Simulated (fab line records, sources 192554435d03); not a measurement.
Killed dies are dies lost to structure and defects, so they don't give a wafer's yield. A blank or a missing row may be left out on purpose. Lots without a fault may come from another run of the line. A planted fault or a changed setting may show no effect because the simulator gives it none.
Split-lot experiment | flow n5_finfet | 7 lots, 39 wafers read, on a route of 1938 steps

THE SPLIT
At N5_DUMMY_GATE_ETCH_32 (etches SiO2 in CF4, target depth 3.5 nm, time 3.9 s), the setting time_s was moved away from the recipe's 3.9 s on 15 of the 39 wafers read, by -16.8% to +12.9%. The other wafers ran this setting at the recipe's value.

The reading is taken at the split's own step.

THE READING
etch.depth_nm (the simulator's own value, which no gauge read), in nm, at N5_DUMMY_GATE_ETCH_32 (etches SiO2 in CF4, target depth 3.5 nm, time 3.9 s). The file gives no usual value for it. The 24 wafers here that ran the recipe average 3.490 nm, standard deviation 0.04 nm.

wafer  | tool, chamber at the split | time_s as run, s | against the recipe | etch.depth_nm, nm | against lot-mates on the recipe
L078.1 | rie_si-01, 1               | 4.403            | +12.9%             | 3.942             | +0.452
L078.2 | rie_si-01, 0               | 3.9              | recipe             | 3.495             | -
L078.3 | rie_si-01, 3               | 4.403            | +12.9%             | 3.943             | +0.453
L078.4 | rie_si-01, 2               | 3.9              | recipe             | 3.475             | -
L078.5 | rie_si-01, 1               | 4.403            | +12.9%             | 3.944             | +0.454
L078.6 | rie_si-01, 0               | 3.9              | recipe             | 3.501             | -
L079.1 | rie_si-06, 3               | 3.9              | recipe             | 3.544             | -
L079.2 | rie_si-06, 0               | 3.9              | recipe             | 3.473             | -
L079.3 | rie_si-06, 1               | 3.9              | recipe             | 3.513             | -
L079.4 | rie_si-06, 2               | 3.9              | recipe             | 3.503             | -
L079.5 | rie_si-06, 2               | 3.9              | recipe             | 3.535             | -
L079.6 | rie_si-06, 3               | 3.9              | recipe             | 3.533             | -
L085.1 | rie_si-05, 0               | 3.9              | recipe             | 3.506             | -
L085.2 | rie_si-05, 1               | 3.246            | -16.8%             | 2.943             | -0.587
L085.3 | rie_si-05, 3               | 3.9              | recipe             | 3.557             | -
L085.4 | rie_si-05, 2               | 3.246            | -16.8%             | 2.934             | -0.596
L085.5 | rie_si-05, 2               | 3.9              | recipe             | 3.526             | -
L085.6 | rie_si-05, 3               | 3.246            | -16.8%             | 2.95              | -0.580
L087.1 | rie_si-05, 0               | 3.9              | recipe             | 3.447             | -
L087.2 | rie_si-05, 2               | 3.9              | recipe             | 3.48              | -
L087.3 | rie_si-05, 1               | 3.603            | -7.6%              | 3.212             | -0.255
L087.4 | rie_si-05, 3               | 3.603            | -7.6%              | 3.227             | -0.240
L087.5 | rie_si-05, 0               | 3.9              | recipe             | 3.474             | -
L087.6 | rie_si-05, 3               | 3.603            | -7.6%              | 3.243             | -0.224
L091.1 | rie_si-01, 1               | 3.31             | -15.1%             | 2.917             | -0.511
L091.2 | rie_si-01, 3               | 3.9              | recipe             | 3.43              | -
L091.3 | rie_si-01, 2               | 3.31             | -15.1%             | 2.905             | -0.523
L091.4 | rie_si-01, 0               | 3.9              | recipe             | 3.427             | -
L091.5 | rie_si-01, 2               | 3.31             | -15.1%             | 2.906             | -0.522
L091.6 | rie_si-01, 1               | 3.9              | recipe             | 3.428             | -
L092.1 | rie_si-01, 1               | 3.9              | recipe             | 3.464             | -
L092.2 | rie_si-01, 0               | 3.9              | recipe             | 3.473             | -
L092.3 | rie_si-01, 2               | 3.456            | -11.4%             | 3.035             | -0.426
L092.4 | rie_si-01, 3               | 3.9              | recipe             | 3.445             | -
L092.5 | rie_si-01, 3               | 3.456            | -11.4%             | 3.028             | -0.433
L092.6 | rie_si-01, 2               | 3.456            | -11.4%             | 3.043             | -0.418
L094.2 | rie_si-05, 0               | 3.9              | recipe             | 3.479             | -
L094.5 | rie_si-05, 3               | 3.9              | recipe             | 3.573             | -
L094.6 | rie_si-05, 0               | 3.9              | recipe             | 3.489             | -

THE FIT
A straight line over all 39 wafers: etch.depth_nm changes by +0.0358 nm for each +1% of time_s; r = +0.99; the points scatter about the line by 0.04 nm.
The same after taking each lot's own level away (the mean of its wafers on the recipe; 39 wafers): +0.035 nm for each +1%; r = +1.00; scatter 0.021 nm.
On that fit, the largest move of time_s shifts the reading by 0.59 nm.
The lots' own levels span 3.4283 to 3.5297 nm, that is 2.6 times the standard deviation above.
So the lot-to-lot level changes the slope little: the two slopes agree.
Check: with one of the wafers moved furthest among these (-16.8%) left out of the fit, the line predicts -0.586 nm for it against its lot-mates. It came out at -0.587 nm against them.

OTHER SPLITS ON THESE WAFERS
These wafers also went through other splits before the reading. Each is held against what the fit with the lots' levels taken away leaves over:
other split on the same wafers    | wafers away from the commonest value | r with etch.depth_nm (lot level and that fit taken away)
N5_WELL_APT_EPI_41 time_s         | 18                                   | +0.04
N5_DUMMY_GATE_CVD_03 target_thk_a | 24                                   | -0.17

THE FILE'S OWN FIT
etch.depth_nm changes by +0.035 nm for each +1% of time_s, r = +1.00.
